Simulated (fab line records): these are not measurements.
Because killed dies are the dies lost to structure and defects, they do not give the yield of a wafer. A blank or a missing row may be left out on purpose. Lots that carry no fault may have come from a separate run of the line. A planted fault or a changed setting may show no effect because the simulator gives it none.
fab line records	flow n5-finfet
record: lots: 24	wafers: 72	last-day: 17
route steps=1938 shown STI_FIN_REVEAL@184 DUMMY_GATE@235 SPACER0@261
lots that met no fault: taken from a fault-free run of the same line
start-h: hours from the record's opening day to when the first of the lot's shown wafers began	wait-h: time in hours since the lot's previous step	" the same as in the row above	L1.1+2: several wafers, shown together as one row	- either no value or no given start	* or withheld: withheld	< > ~ a bound
route shown NAME@n: NAME is a module with steps in the file, n the number in the route of the first one	usual: the fault-free wafers' mean and standard deviation	same: alike in all rows	chamber/n: place in a boat	sites: readings site by site	_std_site: standard deviation across them	_edge_site: outer sites' mean less inner sites'	radius-mm: how far each site lies from the wafer's centre	mask NAME#n: copy n	behind: the most recent tool/chamber to have shaped the wafer	hold: cause of the lot's hold/its duration in hours/its outcome	device: the transistor (n, p or np) that didn't switch	end of line: the same wafers' tests at the end of the route	a step with no rows: only its recipe	killed: dies that structure and defects cost at the first sort, which is not the same as the wafer's yield	map: a wafer's dies, x killed, . not, _ none there
set.NAME: the setting the step ran with; set.NAME@STEP: the setting that earlier step ran with	model.NAME: the simulator's own value behind a step, which no gauge read
steps of the route over a sample of lots; a table a step, a row a wafer
services: a tool's chamber out of use, with start hour (start-h, from the record's first day; less than 0 if before it), hours out, and reason
== steps ==
step: N5_STI_FIN_REVEAL_ALD_14
recipe: material: Si3N4	target-thk-a: 30	temp-c: 400	ald-precursor-family: SiH2I2	ald-co-reactant: N2/H2-plasma	pressure-torr: 2
usual: heater-power-w: 858/140
lot.wafer	tool	chamber	start-h	wait-h	heater-power-w
L074.3	ald-sin-04	0	28.40	0.0	742
L074.5	"	0	"	"	742
L074.6	"	1	"	"	859
L075.3	ald-sin-04	1	33.47	0.0	849
L075.4	"	3	"	"	698
L075.5	"	1	"	"	884
L076.2	ald-sin-03	0	40.26	0.0	895
L076.4	"	2	"	"	905
L076.5	"	2	"	"	922
L077.1	ald-sin-01	1	46.52	0.0	761
L077.3	"	3	"	"	1185
L077.5	"	2	"	"	763
L078.4	ald-sin-01	1	52.67	0.0	745
L078.5	"	0	"	"	700
L078.6	"	3	"	"	1148
L079.2	ald-sin-01	1	58.42	0.0	769
L079.3	"	2	"	"	757
L079.6	"	3	"	"	1150
L080.2	ald-sin-01	0	64.11	0.0	715
L080.3	"	3	"	"	1161
L080.5	"	3	"	"	1179
L081.1	ald-sin-01	2	70.01	0.0	770
L081.3	"	1	"	"	757
L081.6	"	2	"	"	787
L082.1	ald-sin-01	2	76.63	0.0	747
L082.4	"	1	"	"	738
L082.6	"	3	"	"	1150
L083.1	ald-sin-04	0	82.77	0.0	746
L083.3	"	2	"	"	894
L083.4	"	3	"	"	671
L084.2	ald-sin-03	1	93.07	0.0	896
L084.5	"	2	"	"	944
L084.6	"	3	"	"	796
L085.3	ald-sin-03	0	105.02	0.0	887
L085.4	"	3	"	"	819
L085.6	"	0	"	"	886
L086.2	ald-sin-03	1	106.80	0.0	887
L086.4	"	0	"	"	910
L086.5	"	2	"	"	952
L087.2	ald-sin-01	0	111.20	0.0	728
L087.3	"	2	"	"	762
L087.6	"	1	"	"	743
L088.4	ald-sin-03	0	114.12	0.0	895
L088.5	"	2	"	"	924
L088.6	"	1	"	"	907
L089.1	ald-sin-03	1	119.53	0.0	890
L089.3	"	2	"	"	953
L089.4	"	3	"	"	797
L090.1	ald-sin-01	0	124.57	0.0	726
L090.2	"	2	"	"	762
L090.6	"	1	"	"	755
L091.1	ald-sin-01	3	132.06	0.0	1172
L091.2	"	1	"	"	765
L091.3	"	2	"	"	784
L092.2	ald-sin-01	1	135.85	0.0	760
L092.3	"	3	"	"	1155
L092.6	"	0	"	"	728
L093.1	ald-sin-01	2	143.09	0.0	803
L093.2	"	1	"	"	738
L093.6	"	1	"	"	751
L094.1	ald-sin-03	2	152.18	0.0	910
L094.2	"	3	"	"	787
L094.6	"	1	"	"	897
L095.2	ald-sin-01	3	156.90	0.0	1172
L095.3	"	1	"	"	751
L095.5	"	3	"	"	1213
L096.2	ald-sin-04	2	163.12	0.0	898
L096.5	"	3	"	"	684
L096.6	"	2	"	"	881
L097.4	ald-sin-03	2	166.73	0.0	949
L097.5	"	2	"	"	900
L097.6	"	1	"	"	876
step: N5_DUMMY_GATE_ETCH_29
recipe: chemistry: N2/H2	target: underlayer	target-depth-a: 130	ion-energy-ev: 200	pressure-mtorr: 30	source-w: 840	bias-w: 150	n2-flow-sccm: 200	h2-flow-sccm: 200
usual: drypump-motor-current-A: 5.83/0.27	oes-product-au: 0.78/0.086	rf-vpp-V: 524.5/2.6	showerhead-plenum-p-Torr: 2.57/0.085	throttle-valve-pct: 18.00/0.28
lot.wafer	tool	chamber	start-h	wait-h	drypump-motor-current-A	oes-product-au	rf-hours-counter-h	rf-vpp-V	showerhead-plenum-p-Torr	throttle-valve-pct
L074.3	rie-diel-04	1	46.15	0.0	6.27	0.68	232	520.3	2.40	18.30
L074.5	"	2	"	"	5.80	0.70	-	521.9	2.51	17.62
L074.6	"	3	"	"	5.46	0.76	-	524.1	2.54	18.18
L075.3	rie-diel-02	1	51.07	0.0	5.90	0.73	169	524.7	2.52	18.10
L075.4	"	0	"	"	6.09	0.79	122	525.1	2.55	18.05
L075.5	"	2	"	"	5.32	0.80	-	521.0	2.47	17.70
L076.2	rie-diel-02	0	60.94	0.0	6.09	0.79	125	523.5	2.55	18.07
L076.4	"	1	"	"	5.91	0.74	173	524.1	2.52	18.10
L076.5	"	2	"	"	5.33	0.81	-	522.4	2.47	17.70
L077.1	rie-diel-04	1	64.58	0.0	6.28	0.68	239	520.0	2.40	18.30
L077.3	"	3	"	"	5.48	0.76	177	523.0	2.54	18.18
L077.5	"	1	"	"	6.26	0.68	-	519.8	2.40	18.33
L078.4	rie-diel-06	2	73.93	0.0	5.77	0.78	148	528.6	2.66	18.00
L078.5	"	0	"	"	5.85	0.71	-	526.7	2.62	18.12
L078.6	"	1	"	"	5.95	0.72	-	526.5	2.62	17.85
L079.2	rie-diel-04	2	75.77	0.0	5.80	1.01	1	522.4	2.50	17.18
L079.3	"	1	"	"	6.26	0.67	242	520.2	2.40	18.31
L079.6	"	2	"	"	5.78	1.00	-	522.4	2.50	17.19
L080.2	rie-diel-04	1	84.31	0.0	6.26	0.68	245	520.1	2.40	18.31
L080.3	"	2	"	"	5.84	0.99	3	522.2	2.50	17.19
L080.5	"	3	"	"	5.48	0.75	-	522.5	2.53	18.20
L081.1	rie-diel-06	3	91.93	0.0	6.16	0.83	54	522.5	2.47	17.95
L081.3	"	0	"	"	5.82	0.70	203	527.2	2.62	18.10
L081.6	"	0	"	"	5.82	0.70	-	527.4	2.62	18.12
L082.1	rie-diel-04	0	96.64	0.0	5.85	0.80	123	527.5	2.67	18.22
L082.4	"	1	"	"	6.27	0.67	249	519.3	2.39	18.34
L082.6	"	0	"	"	5.82	0.80	-	527.1	2.67	18.22
L083.1	rie-diel-02	0	104.52	0.0	6.10	0.77	137	522.4	2.55	18.10
L083.3	"	1	"	"	5.90	0.73	184	521.1	2.52	18.12
L083.4	"	2	"	"	5.31	0.79	118	521.3	2.46	17.72
L084.2	rie-diel-02	0	113.00	0.0	6.08	0.77	140	523.8	2.55	18.08
L084.5	"	3	"	"	5.60	0.69	-	525.1	2.61	18.04
L084.6	"	2	"	"	5.28	0.79	-	522.1	2.46	17.72
L085.3	rie-diel-06	3	123.07	0.0	6.13	0.82	65	519.7	2.47	17.95
L085.4	"	0	"	"	5.85	0.69	213	525.1	2.62	18.12
L085.6	"	0	"	"	5.86	0.70	-	526.4	2.62	18.12
L086.2	rie-diel-04	0	126.98	0.0	5.85	0.79	135	526.3	2.66	18.23
L086.4	"	3	"	"	5.44	0.73	198	523.8	2.53	18.21
L086.5	"	3	"	"	5.47	0.74	-	523.0	2.53	18.21
L087.2	rie-diel-06	1	131.27	0.0	5.95	0.71	230	524.5	2.62	17.88
L087.3	"	3	"	"	6.14	0.83	67	523.1	2.47	17.95
L087.6	"	2	"	"	5.78	0.74	-	526.4	2.65	18.04
L088.4	rie-diel-06	2	132.99	0.0	5.79	0.75	167	527.1	2.65	18.06
L088.5	"	2	"	"	5.78	0.75	-	526.3	2.65	18.04
L088.6	"	1	"	"	5.96	0.71	-	524.0	2.62	17.89
L089.1	rie-diel-04	0	139.47	0.0	5.83	0.79	138	527.0	2.66	18.23
L089.3	"	1	"	"	6.24	0.98	8	529.3	2.71	17.91
L089.4	"	2	"	"	5.86	0.93	-	522.2	2.50	17.21
L090.1	rie-diel-02	3	142.48	0.0	5.63	0.68	229	526.6	2.61	18.07
L090.2	"	2	"	"	5.32	0.78	131	520.2	2.46	17.75
L090.6	"	3	"	"	5.59	0.68	-	526.6	2.61	18.07
L091.1	rie-diel-04	1	150.23	0.0	6.24	0.96	12	529.4	2.71	17.94
L091.2	"	3	"	"	5.47	0.73	204	522.7	2.52	18.22
L091.3	"	0	"	"	5.83	0.78	143	527.7	2.66	18.25
L092.2	rie-diel-04	1	153.74	0.0	6.27	0.96	14	526.4	2.71	17.95
L092.3	"	3	"	"	5.44	0.73	205	522.7	2.52	18.21
L092.6	"	3	"	"	5.46	0.74	-	522.1	2.52	18.21
L093.1	rie-diel-04	3	161.87	0.0	5.46	0.73	208	522.5	2.52	18.23
L093.2	"	1	"	"	6.26	0.96	16	528.2	2.71	17.96
L093.6	"	0	"	"	5.82	0.78	-	526.4	2.66	18.26
L094.1	rie-diel-04	2	170.32	0.0	5.82	0.90	27	521.7	2.49	17.22
L094.2	"	1	"	"	6.27	0.96	18	529.8	2.71	17.96
L094.6	"	0	"	"	5.82	0.78	-	526.1	2.66	18.26
L095.2	rie-diel-06	0	175.13	0.0	5.86	0.68	230	526.6	2.61	18.16
L095.3	"	2	"	"	5.76	0.73	179	526.4	2.64	18.07
L095.5	"	2	"	"	5.76	0.74	-	527.4	2.64	18.05
L096.2	rie-diel-06	1	180.74	0.0	5.98	0.70	241	525.3	2.61	17.91
L096.5	"	1	"	"	5.97	0.70	-	526.1	2.61	17.93
L096.6	"	0	"	"	5.84	0.67	-	525.1	2.61	18.14
L097.4	rie-diel-04	1	184.69	0.0	6.27	0.94	20	528.9	2.70	17.95
L097.5	"	1	"	"	6.26	0.94	-	527.4	2.70	17.96
L097.6	"	0	"	"	5.86	0.77	-	527.4	2.65	18.27
step: N5_DUMMY_GATE_ETCH_37
recipe: chemistry: N2/H2	target: SOC	target-depth-a: 600	overetch-a: 300	temp-c: 40	ion-energy-ev: 200	pressure-mtorr: 30	source-w: 840	bias-w: 150	n2-flow-sccm: 200	h2-flow-sccm: 200
usual: drypump-motor-current-A: 5.83/0.27	oes-product-au: 0.62/0.062	rf-vpp-V: 524.8/2.4	showerhead-plenum-p-Torr: 2.57/0.085	throttle-valve-pct: 17.93/0.28
lot.wafer	tool	chamber	start-h	wait-h	drypump-motor-current-A	oes-product-au	rf-hours-counter-h	rf-vpp-V	showerhead-plenum-p-Torr	throttle-valve-pct
L074.3	rie-diel-04	1	46.23	0.0	6.27	0.55	232	520.2	2.40	18.21
L074.5	"	2	"	"	5.82	0.56	-	523.5	2.51	17.56
L074.6	"	3	"	"	5.50	0.59	-	524.9	2.54	18.09
L075.3	rie-diel-02	1	51.15	0.0	5.91	0.59	170	523.4	2.52	18.04
L075.4	"	0	"	"	6.09	0.63	122	524.5	2.55	17.99
L075.5	"	2	"	"	5.31	0.64	-	521.4	2.47	17.64
L076.2	rie-diel-02	0	61.02	0.0	6.07	0.63	125	524.0	2.55	18.00
L076.4	"	1	"	"	5.90	0.59	173	523.3	2.52	18.03
L076.5	"	2	"	"	5.34	0.64	-	521.4	2.47	17.65
L077.1	rie-diel-04	1	64.66	0.0	6.25	0.54	239	520.0	2.40	18.23
L077.3	"	3	"	"	5.49	0.60	177	523.0	2.54	18.11
L077.5	"	1	"	"	6.26	0.54	-	519.5	2.40	18.23
L078.4	rie-diel-06	2	74.01	0.0	5.76	0.60	148	527.0	2.66	17.94
L078.5	"	0	"	"	5.84	0.56	-	525.7	2.62	18.04
L078.6	"	1	"	"	5.94	0.58	-	524.8	2.62	17.79
L079.2	rie-diel-04	2	75.85	0.0	5.82	0.78	1	523.2	2.50	17.11
L079.3	"	1	"	"	6.27	0.54	242	520.2	2.40	18.24
L079.6	"	2	"	"	5.80	0.78	-	521.3	2.50	17.11
L080.2	rie-diel-04	1	84.39	0.0	6.26	0.54	245	518.5	2.40	18.24
L080.3	"	2	"	"	5.81	0.76	3	522.1	2.50	17.11
L080.5	"	3	"	"	5.46	0.59	-	524.0	2.53	18.12
L081.1	rie-diel-06	3	92.01	0.0	6.14	0.66	54	523.1	2.47	17.87
L081.3	"	0	"	"	5.84	0.56	203	525.8	2.62	18.04
L081.6	"	0	"	"	5.82	0.56	-	526.8	2.62	18.04
L082.1	rie-diel-04	0	96.72	0.0	5.83	0.63	123	528.2	2.67	18.15
L082.4	"	1	"	"	6.27	0.54	249	519.9	2.40	18.26
L082.6	"	0	"	"	5.84	0.63	-	528.6	2.67	18.14
L083.1	rie-diel-02	0	104.60	0.0	6.10	0.62	137	522.8	2.55	18.03
L083.3	"	1	"	"	5.89	0.58	184	523.6	2.52	18.05
L083.4	"	2	"	"	5.34	0.63	118	522.2	2.46	17.66
L084.2	rie-diel-02	0	113.08	0.0	6.09	0.62	140	525.9	2.55	18.01
L084.5	"	3	"	"	5.59	0.55	-	526.5	2.61	17.99
L084.6	"	2	"	"	5.32	0.63	-	522.8	2.46	17.66
L085.3	rie-diel-06	3	123.15	0.0	6.15	0.66	65	523.1	2.47	17.90
L085.4	"	0	"	"	5.85	0.55	213	524.8	2.62	18.06
L085.6	"	0	"	"	5.85	0.55	-	526.4	2.62	18.05
L086.2	rie-diel-04	0	127.06	0.0	5.83	0.62	135	526.6	2.66	18.17
L086.4	"	3	"	"	5.45	0.59	198	523.3	2.53	18.15
L086.5	"	3	"	"	5.46	0.58	-	523.2	2.53	18.15
L087.2	rie-diel-06	1	131.35	0.0	5.98	0.57	230	527.2	2.62	17.82
L087.3	"	3	"	"	6.15	0.66	67	522.3	2.47	17.88
L087.6	"	2	"	"	5.77	0.59	-	527.3	2.65	17.97
L088.4	rie-diel-06	2	133.07	0.0	5.78	0.59	167	526.3	2.65	17.97
L088.5	"	2	"	"	5.77	0.59	-	527.7	2.65	17.97
L088.6	"	1	"	"	5.99	0.57	-	526.3	2.62	17.83
L089.1	rie-diel-04	0	139.55	0.0	5.82	0.61	138	526.3	2.66	18.16
L089.3	"	1	"	"	6.25	0.76	8	528.5	2.71	17.87
L089.4	"	2	"	"	5.87	0.72	-	523.3	2.50	17.13
L090.1	rie-diel-02	3	142.56	0.0	5.61	0.55	229	526.4	2.61	18.01
L090.2	"	2	"	"	5.32	0.62	131	522.4	2.46	17.67
L090.6	"	3	"	"	5.62	0.55	-	526.2	2.61	18.02
L091.1	rie-diel-04	1	150.31	0.0	6.28	0.74	13	526.9	2.71	17.86
L091.2	"	3	"	"	5.47	0.58	204	522.8	2.52	18.15
L091.3	"	0	"	"	5.85	0.61	143	526.8	2.66	18.18
L092.2	rie-diel-04	1	153.82	0.0	6.28	0.75	14	529.3	2.71	17.87
L092.3	"	3	"	"	5.49	0.58	205	524.4	2.52	18.16
L092.6	"	3	"	"	5.47	0.58	-	522.0	2.52	18.15
L093.1	rie-diel-04	3	161.95	0.0	5.46	0.58	208	523.0	2.52	18.16
L093.2	"	1	"	"	6.25	0.73	16	527.8	2.71	17.87
L093.6	"	0	"	"	5.89	0.61	-	527.8	2.66	18.18
L094.1	rie-diel-04	2	170.40	0.0	5.81	0.72	27	522.8	2.49	17.16
L094.2	"	1	"	"	6.28	0.73	18	527.8	2.71	17.89
L094.6	"	0	"	"	5.83	0.61	-	526.9	2.66	18.21
L095.2	rie-diel-06	0	175.21	0.0	5.84	0.54	230	526.5	2.61	18.09
L095.3	"	2	"	"	5.77	0.58	179	525.8	2.64	17.99
L095.5	"	2	"	"	5.77	0.58	-	526.8	2.64	17.99
L096.2	rie-diel-06	1	180.82	0.0	5.96	0.56	241	526.8	2.61	17.85
L096.5	"	1	"	"	5.97	0.56	-	525.5	2.61	17.83
L096.6	"	0	"	"	5.83	0.55	-	526.7	2.61	18.08
L097.4	rie-diel-04	1	184.77	0.0	6.26	0.73	20	529.4	2.70	17.89
L097.5	"	1	"	"	6.27	0.73	-	527.0	2.70	17.88
L097.6	"	0	"	"	5.86	0.61	-	527.5	2.65	18.19
step: N5_DUMMY_GATE_CD_MEAS_50
recipe: target-cd-nm: 14
usual: cd-nm: 14.0/0.3
lot.wafer	tool	chamber	start-h	wait-h	cd-nm
L074.3	cd-sem-02	-	46.46	0.0	14.3
L074.5	"	-	"	"	14.4
L074.6	"	-	"	"	14.6
L075.3	cd-sem-02	-	51.38	0.0	13.9
L075.4	"	-	"	"	14.0
L075.5	"	-	"	"	14.4
L076.2	cd-sem-02	-	61.25	0.0	14.3
L076.4	"	-	"	"	13.9
L076.5	"	-	"	"	14.3
L077.1	cd-sem-02	-	64.90	0.0	14.1
L077.3	"	-	"	"	13.8
L077.5	"	-	"	"	13.7
L078.4	cd-sem-03	-	74.25	0.0	13.9
L078.5	"	-	"	"	14.4
L078.6	"	-	"	"	14.0
L079.2	cd-sem-03	-	76.10	0.0	13.8
L079.3	"	-	"	"	14.0
L079.6	"	-	"	"	13.8
L080.2	cd-sem-01	-	84.63	0.0	13.5
L080.3	"	-	"	"	13.6
L080.5	"	-	"	"	14.0
L081.1	cd-sem-03	-	92.24	0.0	14.1
L081.3	"	-	"	"	14.0
L081.6	"	-	"	"	14.3
L082.1	cd-sem-01	-	96.95	0.0	13.9
L082.4	"	-	"	"	13.8
L082.6	"	-	"	"	13.9
L083.1	cd-sem-02	-	104.83	0.0	13.7
L083.3	"	-	"	"	13.8
L083.4	"	-	"	"	13.5
L084.2	cd-sem-02	-	113.32	0.0	13.7
L084.5	"	-	"	"	13.9
L084.6	"	-	"	"	13.9
L085.3	cd-sem-03	-	123.49	0.0	13.8
L085.4	"	-	"	"	14.1
L085.6	"	-	"	"	14.1
L086.2	cd-sem-02	-	127.29	0.0	13.9
L086.4	"	-	"	"	13.6
L086.5	"	-	"	"	14.5
L087.2	cd-sem-02	-	131.60	0.0	14.2
L087.3	"	-	"	"	14.5
L087.6	"	-	"	"	14.4
L088.4	cd-sem-02	-	133.31	0.0	14.3
L088.5	"	-	"	"	13.9
L088.6	"	-	"	"	13.5
L089.1	cd-sem-03	-	139.81	0.1	13.9
L089.3	"	-	"	"	13.4
L089.4	"	-	"	"	13.9
L090.1	cd-sem-03	-	142.79	0.0	14.4
L090.2	"	-	"	"	13.9
L090.6	"	-	"	"	14.0
L091.1	cd-sem-03	-	150.55	0.0	13.9
L091.2	"	-	"	"	13.9
L091.3	"	-	"	"	14.1
L092.2	cd-sem-03	-	154.05	0.0	13.8
L092.3	"	-	"	"	14.2
L092.6	"	-	"	"	14.1
L093.1	cd-sem-03	-	162.18	0.0	13.8
L093.2	"	-	"	"	13.7
L093.6	"	-	"	"	13.9
L094.1	cd-sem-03	-	170.63	0.0	14.0
L094.2	"	-	"	"	13.6
L094.6	"	-	"	"	13.5
L095.2	cd-sem-02	-	175.45	0.0	13.9
L095.3	"	-	"	"	14.5
L095.5	"	-	"	"	13.8
L096.2	cd-sem-01	-	181.06	0.0	13.5
L096.5	"	-	"	"	14.1
L096.6	"	-	"	"	14.1
L097.4	cd-sem-02	-	185.00	0.0	14.5
L097.5	"	-	"	"	13.8
L097.6	"	-	"	"	14.0
step: N5_DUMMY_GATE_STRIP_48
recipe: chemistry: N2/H2	time-s: 20	power-w: 100	temp-c: 40	pressure-mtorr: 100	rf-frequency-hz: 6e+07	bias-power-w: 3	n2-flow-sccm: 300	h2-flow-sccm: 300
usual: drypump-motor-current-A: 5.85/0.26	oes-product-au: 0.76/0.068	rf-vpp-V: 45.3/0.9	showerhead-plenum-p-Torr: 3.39/0.097	throttle-valve-pct: 12.36/0.24
lot.wafer	tool	chamber	start-h	wait-h	drypump-motor-current-A	oes-product-au	rf-hours-counter-h	rf-vpp-V	showerhead-plenum-p-Torr	throttle-valve-pct
L074.3	rie-diel-06	2	47.05	0.0	5.78	0.77	140	45.2	3.53	12.32
L074.5	"	2	"	"	5.78	0.77	-	47.1	3.53	12.33
L074.6	"	1	"	"	5.96	0.74	-	46.6	3.48	12.25
L075.3	rie-diel-02	0	52.21	0.0	6.11	0.79	123	45.8	3.39	12.32
L075.4	"	1	"	"	5.92	0.74	170	44.6	3.35	12.42
L075.5	"	3	"	"	5.61	0.71	-	45.2	3.47	12.42
L076.2	rie-diel-02	0	61.85	0.0	6.09	0.79	125	45.1	3.39	12.32
L076.4	"	1	"	"	5.91	0.74	173	46.1	3.35	12.44
L076.5	"	0	"	"	6.11	0.80	-	44.2	3.39	12.33
L077.1	rie-diel-04	0	65.49	0.0	5.83	0.81	114	47.5	3.54	12.46
L077.3	"	3	"	"	5.46	0.75	177	45.3	3.37	12.51
L077.5	"	1	"	"	6.26	0.69	-	43.1	3.19	12.69
L078.4	rie-diel-06	2	74.83	0.0	5.77	0.77	148	45.4	3.52	12.33
L078.5	"	1	"	"	5.97	0.73	-	45.9	3.48	12.29
L078.6	"	0	"	"	5.86	0.71	-	45.1	3.48	12.48
L079.2	rie-diel-04	1	76.74	0.0	6.27	0.68	242	45.2	3.19	12.69
L079.3	"	3	"	"	5.48	0.75	181	45.3	3.36	12.49
L079.6	"	3	"	"	5.48	0.75	-	46.3	3.36	12.51
L080.2	rie-diel-02	1	85.32	0.0	5.91	0.73	179	46.4	3.35	12.46
L080.3	"	3	"	"	5.62	0.70	211	44.3	3.47	12.46
L080.5	"	1	"	"	5.92	0.74	-	45.0	3.35	12.46
L081.1	rie-diel-04	1	92.94	0.0	6.28	0.67	248	43.2	3.19	12.72
L081.3	"	3	"	"	5.48	0.75	185	46.7	3.36	12.51
L081.6	"	1	"	"	6.26	0.67	-	44.7	3.19	12.73
L082.1	rie-diel-04	1	97.54	0.0	6.26	0.67	249	44.5	3.19	12.72
L082.4	"	3	"	"	5.44	0.75	187	44.9	3.36	12.51
L082.6	"	2	"	"	5.79	0.98	-	44.8	3.32	11.50
L083.1	rie-diel-02	2	105.65	0.0	5.32	0.79	119	46.9	3.27	12.05
L083.3	"	3	"	"	5.62	0.69	217	45.2	3.47	12.45
L083.4	"	0	"	"	6.11	0.79	137	46.2	3.38	12.36
L084.2	rie-diel-06	1	113.96	0.0	5.99	0.71	224	44.5	3.47	12.30
L084.5	"	3	"	"	6.17	0.84	-	47.0	3.28	12.19
L084.6	"	0	"	"	5.87	0.70	-	45.8	3.47	12.51
L085.3	rie-diel-04	3	124.09	0.0	5.51	0.73	197	45.8	3.36	12.54
L085.4	"	2	"	"	5.83	0.93	16	45.0	3.32	11.53
L085.6	"	0	"	"	5.83	0.78	-	45.9	3.53	12.51
L086.2	rie-diel-02	1	127.88	0.0	5.91	0.72	192	44.4	3.34	12.49
L086.4	"	2	"	"	5.33	0.79	126	45.0	3.27	12.08
L086.5	"	1	"	"	5.91	0.73	-	46.7	3.34	12.50
L087.2	rie-diel-04	3	132.31	0.0	5.45	0.74	199	45.2	3.35	12.54
L087.3	"	1	"	"	6.25	0.99	6	45.0	3.59	12.11
L087.6	"	3	"	"	5.46	0.74	-	44.9	3.35	12.53
L088.4	rie-diel-02	1	133.89	0.0	5.90	0.72	193	45.5	3.34	12.50
L088.5	"	1	"	"	5.91	0.72	-	43.9	3.34	12.48
L088.6	"	0	"	"	6.09	0.77	-	45.8	3.38	12.38
L089.1	rie-diel-06	2	140.40	0.0	5.78	0.74	170	46.5	3.51	12.38
L089.3	"	0	"	"	5.83	0.69	220	46.3	3.47	12.54
L089.4	"	3	"	"	6.18	0.82	-	43.6	3.28	12.22
L090.1	rie-diel-06	0	143.38	0.0	5.86	0.69	221	45.7	3.47	12.54
L090.2	"	2	"	"	5.81	0.73	171	45.2	3.51	12.38
L090.6	"	2	"	"	5.79	0.73	-	46.0	3.51	12.40
L091.1	rie-diel-06	0	151.23	0.0	5.87	0.68	223	46.1	3.47	12.55
L091.2	"	3	"	"	6.16	0.81	75	44.9	3.28	12.22
L091.3	"	1	"	"	5.95	0.71	233	44.8	3.47	12.32
L092.2	rie-diel-02	0	154.64	0.0	6.10	0.77	152	45.9	3.37	12.39
L092.3	"	3	"	"	5.60	0.68	233	45.5	3.46	12.49
L092.6	"	0	"	"	6.10	0.77	-	45.3	3.37	12.42
L093.1	rie-diel-02	0	162.81	0.0	6.12	0.76	154	45.2	3.37	12.40
L093.2	"	3	"	"	5.61	0.69	235	44.8	3.46	12.49
L093.6	"	0	"	"	6.09	0.77	-	46.7	3.37	12.40
L094.1	rie-diel-02	1	171.23	0.0	5.90	0.71	206	44.5	3.33	12.53
L094.2	"	2	"	"	5.35	0.77	140	46.3	3.26	12.10
L094.6	"	3	"	"	5.63	0.68	-	46.2	3.45	12.52
L095.2	rie-diel-06	2	176.03	0.0	5.79	0.73	179	45.4	3.50	12.41
L095.3	"	0	"	"	5.83	0.68	230	45.9	3.46	12.57
L095.5	"	0	"	"	5.84	0.69	-	45.7	3.46	12.58
L096.2	rie-diel-02	3	181.64	0.0	5.58	0.68	240	45.9	3.45	12.50
L096.5	"	1	"	"	5.91	0.70	-	44.6	3.33	12.53
L096.6	"	0	"	"	6.12	0.75	-	45.0	3.37	12.42
L097.4	rie-diel-06	3	185.59	0.0	6.15	0.81	84	45.8	3.27	12.25
L097.5	"	2	"	"	5.79	0.73	-	45.5	3.50	12.41
L097.6	"	3	"	"	6.18	0.81	-	44.4	3.27	12.25
step: N5_SPACER0_INSPECT_04
recipe: inspect-instrument: darkfield	mode: post-dep
usual: raw-defect-count: 152/35
lot.wafer	tool	chamber	start-h	wait-h	raw-defect-count
L074.3	defect-inspect-02	-	47.85	0.1	124
L074.5	"	-	"	"	91
L074.6	"	-	"	"	131
L075.3	defect-inspect-02	-	53.30	0.1	137
L075.4	"	-	"	"	168
L075.5	"	-	"	"	150
L076.2	defect-inspect-02	-	62.65	0.1	205
L076.4	"	-	"	"	177
L076.5	"	-	"	"	200
L077.1	defect-inspect-01	-	66.28	0.1	114
L077.3	"	-	"	"	132
L077.5	"	-	"	"	133
L078.4	defect-inspect-02	-	75.63	0.1	193
L078.5	"	-	"	"	115
L078.6	"	-	"	"	137
L079.2	defect-inspect-01	-	77.53	0.1	89
L079.3	"	-	"	"	103
L079.6	"	-	"	"	133
L080.2	defect-inspect-01	-	87.76	0.1	124
L080.3	"	-	"	"	75
L080.5	"	-	"	"	127
L081.1	defect-inspect-01	-	94.95	0.1	185
L081.3	"	-	"	"	143
L081.6	"	-	"	"	132
L082.1	defect-inspect-01	-	102.09	0.1	122
L082.4	"	-	"	"	177
L082.6	"	-	"	"	137
L083.1	defect-inspect-01	-	106.45	0.1	158
L083.3	"	-	"	"	156
L083.4	"	-	"	"	203
L084.2	defect-inspect-01	-	115.67	0.1	214
L084.5	"	-	"	"	211
L084.6	"	-	"	"	187
L085.3	defect-inspect-02	-	125.35	0.1	135
L085.4	"	-	"	"	196
L085.6	"	-	"	"	121
L086.2	defect-inspect-01	-	128.80	0.1	177
L086.4	"	-	"	"	165
L086.5	"	-	"	"	154
L087.2	defect-inspect-01	-	133.10	0.1	136
L087.3	"	-	"	"	128
L087.6	"	-	"	"	120
L088.4	defect-inspect-01	-	134.68	0.1	158
L088.5	"	-	"	"	115
L088.6	"	-	"	"	110
L089.1	defect-inspect-01	-	141.47	0.1	176
L089.3	"	-	"	"	146
L089.4	"	-	"	"	182
L090.1	defect-inspect-02	-	144.80	0.1	141
L090.2	"	-	"	"	101
L090.6	"	-	"	"	135
L091.1	defect-inspect-02	-	152.71	0.1	141
L091.2	"	-	"	"	136
L091.3	"	-	"	"	171
L092.2	defect-inspect-02	-	155.43	0.1	184
L092.3	"	-	"	"	159
L092.6	"	-	"	"	151
L093.1	defect-inspect-02	-	163.61	0.1	189
L093.2	"	-	"	"	102
L093.6	"	-	"	"	127
L094.1	defect-inspect-02	-	172.03	0.1	115
L094.2	"	-	"	"	156
L094.6	"	-	"	"	106
L095.2	defect-inspect-02	-	176.83	0.1	192
L095.3	"	-	"	"	211
L095.5	"	-	"	"	261
L096.2	defect-inspect-01	-	182.64	0.1	134
L096.5	"	-	"	"	211
L096.6	"	-	"	"	137
L097.4	defect-inspect-02	-	186.88	0.1	155
L097.5	"	-	"	"	167
L097.6	"	-	"	"	165
== services ==
tool	chamber	start-h	hours	kind
rie-diel-02	-	7.96	2.8	pm
rie-diel-02	1	11.83	2.1	repair
rie-diel-04	3	13.92	6.6	repair
ald-sin-01	2	18.99	4.2	repair
ald-sin-01	-	28.55	1.1	repair
ald-sin-01	-	37.65	3.9	repair
rie-diel-04	0	41.51	6.5	repair
rie-diel-04	3	49.33	6.1	repair
rie-diel-04	2	55.43	-	clean
rie-diel-04	2	55.43	-	consumable-replace:focus-ring
rie-diel-04	2	55.43	15.9	scheduled-down
rie-diel-04	2	55.43	15.9	vent-cycle
ald-sin-03	1	80.39	3.1	repair
rie-diel-04	2	86.03	7.0	repair
ald-sin-04	2	89.23	13.0	repair
rie-diel-04	1	100.17	-	clean
rie-diel-04	1	100.17	-	consumable-replace:focus-ring
rie-diel-04	1	100.17	-	consumable-replace:showerhead
rie-diel-06	1	133.57	9.6	repair
rie-diel-04	3	137.47	4.1	repair
rie-diel-04	2	146.42	8.2	repair
ald-sin-04	-	153.72	1.1	repair
rie-diel-04	-	173.81	2.7	repair
ald-sin-04	-	176.75	14.0	pm
== key ==
fault none
